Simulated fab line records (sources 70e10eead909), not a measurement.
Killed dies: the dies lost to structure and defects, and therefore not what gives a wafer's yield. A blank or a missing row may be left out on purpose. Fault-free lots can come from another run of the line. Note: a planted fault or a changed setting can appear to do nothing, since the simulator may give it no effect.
Matching of chambers    flow nandHarc    pecvd-04 running NHARC_P_M2_PRE_CLEAN_32: 3 sister chambers
The step time 12 s. 14 wafers are shown with their chamber, then 7 later ones without.

== EACH WAFER AND ITS CHAMBER ==
wafer   chamber  heaterPowerW (W)
L076.1  1        772
L076.3  0        664
L076.5  1        791
L076.2  2        632
L076.4  0        667
L076.6  2        614
L079.2  2        634
L079.3  0        660
L079.4  2        607
L080.2  2        614
L080.3  1        770
L080.5  1        771
L084.3  2        601
L084.4  1        771

SIGNATURES (averages over the wafers above)
reading       chamber 0  chamber 1  chamber 2  scatter within a chamber
heaterPowerW  663.67     775.00     617.00     10.6
Rule: a wafer lies at a distance from a chamber equal to the root of the sum of squares, over the readings, of (its reading less the chamber's mean, divided by the reading's scatter). If the next closest chamber is less than 2 further off than the closest, the wafer can't be placed; otherwise it belongs to the closest. How the scatter is found: for the shown wafers, subtract from each reading the mean of its chamber, square and add these, divide the total by (wafers less chambers), then take the root.

== WAFERS WITH NO CHAMBER GIVEN ==
wafer   heaterPowerW (W)
L084.6  658
L088.2  599
L088.4  597
L088.5  626
L092.1  554
L092.3  658
L092.4  713

== CHAMBER TAKEN BY EACH ==
wafer    from the rows above       in truth
L084.6   0                         0
L088.2   2                         2
L088.4   2                         2
L088.5   2                         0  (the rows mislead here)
L092.1   2                         2
L092.3   0                         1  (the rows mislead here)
L092.4   can't be placed: 0 or 1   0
Placed correctly: 4 of 7. These rows do not allow placing 1 (true chamber among the candidates in 1). 2 placed wrongly.
